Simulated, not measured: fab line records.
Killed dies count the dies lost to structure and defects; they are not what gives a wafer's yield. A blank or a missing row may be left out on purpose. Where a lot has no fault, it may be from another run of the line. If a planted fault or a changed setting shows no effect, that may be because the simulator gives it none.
Matching of chambers :: flow nand harc :: rie diel-02 running NHARC_A_CONTACT_ETCH_90: 4 sister chambers
The step etches the open film in CH3F/O2, target depth 40 nm, time 85.7 s. 4 wafers are shown with their chamber, then 9 later ones without.

== WAFERS, EACH WITH ITS CHAMBER ==
wafer: L085.6
chamber: 3
drypump motor current A (A): 6.5

wafer: L088.1
chamber: 0
drypump motor current A (A): 4.9

wafer: L088.2
chamber: 2
drypump motor current A (A): 5.2

wafer: L088.3
chamber: 1
drypump motor current A (A): 5.8

== WAFERS WITH NO CHAMBER GIVEN ==
wafer: L090.1
drypump motor current A (A): 5.8

wafer: L090.2
drypump motor current A (A): 6.4

wafer: L090.5
drypump motor current A (A): 4.9

wafer: L093.3
drypump motor current A (A): 5.2

wafer: L093.4
drypump motor current A (A): 4.9

wafer: L093.5
drypump motor current A (A): 4.9

wafer: L095.1
drypump motor current A (A): 5.2

wafer: L095.2
drypump motor current A (A): 5.8

wafer: L095.3
drypump motor current A (A): 4.9

== CHAMBER TAKEN BY EACH ==
wafer: L090.1
from the rows above: 1
in truth: 1

wafer: L090.2
from the rows above: 3
in truth: 3

wafer: L090.5
from the rows above: 0
in truth: 0

wafer: L093.3
from the rows above: 2
in truth: 2

wafer: L093.4
from the rows above: 0
in truth: 0

wafer: L093.5
from the rows above: 0
in truth: 0

wafer: L095.1
from the rows above: 2
in truth: 2

wafer: L095.2
from the rows above: 1
in truth: 1

wafer: L095.3
from the rows above: 0
in truth: 0
9 of 9 placed correctly. Not placeable from these rows: 0. Wrongly placed: 0.
How it was worked out, from the rows above alone: a wafer's distance from a chamber is the root of the sum, over the readings, of the square of ((its reading less the chamber's mean) divided by the reading's scatter). The wafer belongs to the nearest chamber; if the next one is less than 2 further off, it can't be placed. The mean given for a chamber averages the wafers shown for that chamber. The scatter: with one shown wafer a chamber, the root of the mean of the squares of how far each hidden wafer lies from its nearest shown one.
